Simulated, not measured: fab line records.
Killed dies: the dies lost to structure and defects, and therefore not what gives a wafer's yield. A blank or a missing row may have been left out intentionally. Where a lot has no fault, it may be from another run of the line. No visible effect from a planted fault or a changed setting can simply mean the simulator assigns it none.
What tool caused it? | flow n5-finfet | 23 lots with 69 wafers sampled at 4 steps, on a route of 1938 steps

WHAT THE GAUGES READ, wafer by wafer
N5_BEOL_M0_SAQP_OVL_MEAS_15.
lot  | measured     | on         | M0_CORE_OVL (nm)
L074 | day 5 11:50  | overlay-02 | -0.8 -0.3 -0.3
L075 | day 5 21:06  | overlay-02 | 0.5 0.9 0.6
L076 | day 6 01:28  | overlay-02 | 0.3 0.7 0.5
L078 | day 6 13:14  | overlay-01 | 0.2 0.0 -0.2
L079 | day 6 17:13  | overlay-01 | 0.3 -1.1 0.2
L080 | day 7 00:01  | overlay-01 | -0.2 -0.6 0.0
L081 | day 7 06:02  | overlay-02 | -0.5 -0.8 -1.2
L082 | day 7 08:56  | overlay-02 | 0.0 -1.2 -0.8
L083 | day 7 13:14  | overlay-01 | 0.3 -0.6 0.2
L084 | day 7 21:11  | overlay-02 | 0.6 0.1 -0.3
L085 | day 8 06:16  | overlay-02 | -1.4 -0.1 -0.6
L086 | day 8 14:01  | overlay-02 | 0.8 -0.3 0.2
L087 | day 8 18:47  | overlay-02 | -0.5 -1.6 -1.3
L088 | day 9 04:40  | overlay-01 | -0.5 -0.5 -0.6
L089 | day 9 07:40  | overlay-01 | 0.4 -1.0 0.7
L090 | day 9 12:36  | overlay-02 | -0.4 -1.0 -0.4
L091 | day 9 20:49  | overlay-02 | 0.6 -0.1 -1.0
L092 | day 10 01:34 | overlay-01 | -0.2 -0.5 0.1
L093 | day 10 03:39 | overlay-02 | -0.8 -1.0 0.6
L094 | day 10 09:56 | overlay-01 | 0.7 0.1 0.3
L095 | day 10 19:20 | overlay-01 | -0.1 -0.2 -0.5
L096 | day 10 22:51 | overlay-01 | -0.4 -0.7 0.1
L097 | day 11 06:05 | overlay-01 | -0.4 0.3 -0.5

TOOL THAT RAN EACH LOT (tool first, then ch and the chambers of the sampled wafers, then the start)
lot  | N5_MOL_CONTACT_COAG_DESCUM_45      | N5_MOL_CONTACT_COAG_ALD_133       | N5_MOL_CONTACT_COAG_STRIP_72
L074 | rie-diel-06 ch 0,1,2, day 5 03:41  | ald-sin-04 ch 2,3, day 5 03:50    | rie-diel-03 ch 0,2, day 5 04:20
L075 | rie-diel-06 ch 0,1,2, day 5 14:34  | ald-sin-04 ch 0,1,3, day 5 14:43  | rie-diel-06 ch 0,1,2, day 5 15:15
L076 | rie-diel-03 ch 0,3, day 5 16:21    | ald-sin-02 ch 0,2,3, day 5 16:59  | rie-diel-06 ch 0,1,2, day 5 17:26
L078 | rie-diel-06 ch 1,2, day 6 06:30    | ald-sin-03 ch 0,1,3, day 6 07:01  | rie-diel-02 ch 0,1,3, day 6 07:29
L079 | rie-diel-03 ch 1,2,3, day 6 10:53  | ald-sin-03 ch 0,1, day 6 11:01    | rie-diel-06 ch 0,2, day 6 11:29
L080 | rie-diel-03 ch 0,3, day 6 16:20    | ald-sin-04 ch 1,2, day 6 16:28    | rie-diel-03 ch 1,3, day 6 16:56
L081 | rie-diel-03 ch 2,3, day 6 21:59    | ald-sin-03 ch 0,2, day 6 22:07    | rie-diel-06 ch 0,2, day 6 22:35
L082 | rie-diel-03 ch 0,1,2, day 7 01:04  | ald-sin-04 ch 0,2,3, day 7 01:13  | rie-diel-03 ch 0,2,3, day 7 01:45
L083 | rie-diel-03 ch 0,2,3, day 7 06:56  | ald-sin-04 ch 0,2,3, day 7 07:08  | rie-diel-03 ch 0,2,3, day 7 07:35
L084 | rie-diel-02 ch 1,2,3, day 7 14:59  | ald-sin-02 ch 0,1,2, day 7 15:07  | rie-diel-03 ch 2,3, day 7 15:35
L085 | rie-diel-03 ch 0,1, day 7 21:11    | ald-sin-02 ch 0,2, day 7 21:19    | rie-diel-02 ch 0,3, day 7 21:47
L086 | rie-diel-03 ch 1,2,3, day 8 04:13  | ald-sin-02 ch 0,3, day 8 04:22    | rie-diel-03 ch 0,1,2, day 8 04:49
L087 | rie-diel-03 ch 1,2,3, day 8 11:25  | ald-sin-04 ch 0,1,2, day 8 12:32  | rie-diel-06 ch 0,1,2, day 8 13:00
L088 | rie-diel-02 ch 0,3, day 8 22:09    | ald-sin-02 ch 1,2,3, day 8 22:19  | rie-diel-06 ch 1,2, day 8 22:46
L089 | rie-diel-02 ch 0,2,3, day 9 00:36  | ald-sin-02 ch 0,3, day 9 00:53    | rie-diel-02 ch 0,2,3, day 9 01:28
L090 | rie-diel-06 ch 1,2,3, day 9 05:04  | ald-sin-02 ch 0,1,3, day 9 05:12  | rie-diel-02 ch 0,2,3, day 9 05:40
L091 | rie-diel-03 ch 0,2, day 9 12:41    | ald-sin-02 ch 0,3, day 9 13:07    | rie-diel-03 ch 0,2, day 9 13:35
L092 | rie-diel-06 ch 0,1,2, day 9 18:13  | ald-sin-03 ch 0,1,2, day 9 18:21  | rie-diel-02 ch 0,2,3, day 9 18:50
L093 | rie-diel-02 ch 0,3, day 9 19:20    | ald-sin-04 ch 0,1,3, day 9 19:31  | rie-diel-02 ch 0,2,3, day 9 19:59
L094 | rie-diel-02 ch 0,2, day 10 02:38   | ald-sin-02 ch 1,3, day 10 02:46   | rie-diel-06 ch 1,2, day 10 03:14
L095 | rie-diel-02 ch 0,1,3, day 10 11:10 | ald-sin-03 ch 0,1, day 10 11:42   | rie-diel-03 ch 0,1,3, day 10 12:13
L096 | rie-diel-03 ch 0,1,3, day 10 14:59 | ald-sin-02 ch 0,2,3, day 10 15:10 | rie-diel-03 ch 0,2, day 10 15:37
L097 | rie-diel-06 ch 0,1,3, day 10 23:31 | ald-sin-02 ch 1,2,3, day 10 23:39 | rie-diel-03 ch 0,2,3, day 11 00:07
- N5_MOL_CONTACT_COAG_DESCUM_45: chemistry O2, time 7 s.
- N5_MOL_CONTACT_COAG_ALD_133: deposits SiO2, target thk 5 nm, pulse time 1 s, co reactant pulse time 1 s.
- N5_MOL_CONTACT_COAG_STRIP_72: strips in N2/H2.

AS READ BY THE TOOLS THEMSELVES (means over the sampled wafers that have a number; for cases with no such wafer, the mark the record gives instead)
N5_MOL_CONTACT_COAG_DESCUM_45.
lot  | tool        | drypump-motor-current-A (A) | oes-product-au (a.u.) | rf-vpp-V (V) | showerhead-plenum-p-Torr (Torr) | throttle-valve-pct (%)
L074 | rie-diel-06 | 5.8                         | 0.89                  | 243.3        | 2.14                            | 20.15
L075 | rie-diel-06 | 5.8                         | 0.88                  | 242.7        | 2.14                            | 20.16
L076 | rie-diel-03 | 5.8                         | 0.87                  | 243.5        | 2.13                            | 20.39
L078 | rie-diel-06 | 5.8                         | 0.84                  | 243.2        | 2.08                            | 20.29
L079 | rie-diel-03 | 5.6                         | 0.91                  | 244.9        | 2.21                            | 20.40
L080 | rie-diel-03 | 5.9                         | 0.85                  | 244.0        | 2.11                            | 20.50
L081 | rie-diel-03 | 5.6                         | 0.87                  | 244.3        | 2.17                            | 20.39
L082 | rie-diel-03 | 5.7                         | 0.89                  | 244.9        | 2.19                            | 20.52
L083 | rie-diel-03 | 5.7                         | 0.87                  | 243.9        | 2.15                            | 20.49
L084 | rie-diel-02 | 5.4                         | 0.72                  | 243.1        | 2.11                            | 20.34
L085 | rie-diel-03 | 5.8                         | 0.90                  | 245.1        | 2.21                            | 20.46
L086 | rie-diel-03 | 5.6                         | 0.89                  | 243.9        | 2.21                            | 20.43
L087 | rie-diel-03 | 5.6                         | 0.88                  | 244.7        | 2.20                            | 20.44
L088 | rie-diel-02 | 5.4                         | 0.85                  | 243.0        | 2.10                            | 20.28
L089 | rie-diel-02 | 5.7                         | 0.80                  | 243.1        | 2.08                            | 20.44
L090 | rie-diel-06 | 5.7                         | 0.83                  | 243.7        | 2.12                            | 20.19
L091 | rie-diel-03 | 5.9                         | 0.84                  | 243.9        | 2.13                            | 20.63
L092 | rie-diel-06 | 5.8                         | 0.82                  | 244.5        | 2.13                            | 20.21
L093 | rie-diel-02 | 5.9                         | 0.88                  | 243.2        | 2.06                            | 20.44
L094 | rie-diel-02 | 6.2                         | 0.83                  | 242.2        | 2.04                            | 20.61
L095 | rie-diel-02 | 5.7                         | 0.89                  | 242.7        | 2.09                            | 20.23
L096 | rie-diel-03 | 5.8                         | 0.84                  | 244.4        | 2.16                            | 20.47
L097 | rie-diel-06 | 6.0                         | 0.80                  | 243.9        | 2.14                            | 20.26

N5_MOL_CONTACT_COAG_ALD_133.
lot  | tool       | heater-power-w (W) | precursor-pulse-height-rel
L074 | ald-sin-04 | 75                 | 1.008
L075 | ald-sin-04 | 73                 | 0.990
L076 | ald-sin-02 | 83                 | 0.979
L078 | ald-sin-03 | 77                 | 1.001
L079 | ald-sin-03 | 83                 | 1.012
L080 | ald-sin-04 | 80                 | 0.994
L081 | ald-sin-03 | 79                 | 0.987
L082 | ald-sin-04 | 74                 | 1.020
L083 | ald-sin-04 | 74                 | 0.997
L084 | ald-sin-02 | 83                 | 0.996
L085 | ald-sin-02 | 86                 | 0.998
L086 | ald-sin-02 | 77                 | 1.001
L087 | ald-sin-04 | 78                 | 1.010
L088 | ald-sin-02 | 79                 | 0.995
L089 | ald-sin-02 | 80                 | 1.018
L090 | ald-sin-02 | 77                 | 1.007
L091 | ald-sin-02 | 79                 | 1.002
L092 | ald-sin-03 | 76                 | 0.991
L093 | ald-sin-04 | 73                 | 1.018
L094 | ald-sin-02 | 75                 | 0.992
L095 | ald-sin-03 | 85                 | 0.979
L096 | ald-sin-02 | 82                 | 1.020
L097 | ald-sin-02 | 81                 | 0.991

N5_MOL_CONTACT_COAG_STRIP_72.
lot  | tool        | drypump-motor-current-A (A) | oes-product-au (a.u.) | rf-vpp-V (V) | showerhead-plenum-p-Torr (Torr) | throttle-valve-pct (%)
L074 | rie-diel-03 | 5.9                         | 0.89                  | 57.6         | 2.62                            | 24.1
L075 | rie-diel-06 | 5.8                         | 0.88                  | 59.3         | 2.58                            | 23.4
L076 | rie-diel-06 | 5.8                         | 0.88                  | 58.0         | 2.59                            | 23.4
L078 | rie-diel-02 | 5.7                         | 0.84                  | 57.6         | 2.56                            | 23.6
L079 | rie-diel-06 | 5.4                         | 0.90                  | 57.5         | 2.64                            | 23.4
L080 | rie-diel-03 | 5.7                         | 0.90                  | 60.7         | 2.63                            | 23.5
L081 | rie-diel-06 | 5.8                         | 0.89                  | 60.3         | 2.67                            | 23.3
L082 | rie-diel-03 | 5.8                         | 0.86                  | 59.0         | 2.62                            | 24.0
L083 | rie-diel-03 | 5.8                         | 0.87                  | 59.9         | 2.62                            | 24.0
L084 | rie-diel-03 | 5.6                         | 0.87                  | 61.1         | 2.63                            | 23.9
L085 | rie-diel-02 | 5.4                         | 0.87                  | 59.4         | 2.55                            | 23.6
L086 | rie-diel-03 | 5.8                         | 0.87                  | 57.8         | 2.65                            | 23.8
L087 | rie-diel-06 | 5.8                         | 0.82                  | 59.1         | 2.57                            | 23.4
L088 | rie-diel-06 | 5.8                         | 0.80                  | 59.0         | 2.48                            | 23.4
L089 | rie-diel-02 | 5.6                         | 0.79                  | 58.6         | 2.51                            | 23.8
L090 | rie-diel-02 | 5.7                         | 0.79                  | 59.9         | 2.51                            | 23.8
L091 | rie-diel-03 | 5.7                         | 0.85                  | 59.3         | 2.66                            | 24.2
L092 | rie-diel-02 | 5.6                         | 0.79                  | 57.1         | 2.51                            | 23.8
L093 | rie-diel-02 | 5.7                         | 0.79                  | 58.6         | 2.51                            | 23.8
L094 | rie-diel-06 | 5.8                         | 0.79                  | 60.1         | 2.48                            | 23.4
L095 | rie-diel-03 | 5.8                         | 0.86                  | 60.0         | 2.60                            | 23.7
L096 | rie-diel-03 | 6.0                         | 0.84                  | 59.1         | 2.60                            | 24.2
L097 | rie-diel-03 | 5.8                         | 0.82                  | 60.4         | 2.61                            | 24.1

THE ANSWER, worked out from the rows above alone
Rule: what is usual is taken from the lots themselves. Put in order of their means at a reading, lots are off if they are a third of the lots or fewer, leave a main group of 4 or more, and stand apart from it by a gap of 3 or more times the standard deviation of the main group's means; of several such gaps the widest counts. A main group whose means are all the same, to the digits that the tables above print for the reading, isn't used. Also off: a lot with no number at a reading for which 4 or more lots have one. Where the step has rows for the other lots, those lots are counted as sound. First the gauges in route order, then the tools' own readings, where a lot's mean is used as printed above. The first step at which some lot is off is used, and at that step the reading that is off furthest; a lot without a number counts as furthest.
None of the lots is off at any reading shown; this tells nothing.

WHAT HAD BEEN PUT IN BY THE SIMULATOR
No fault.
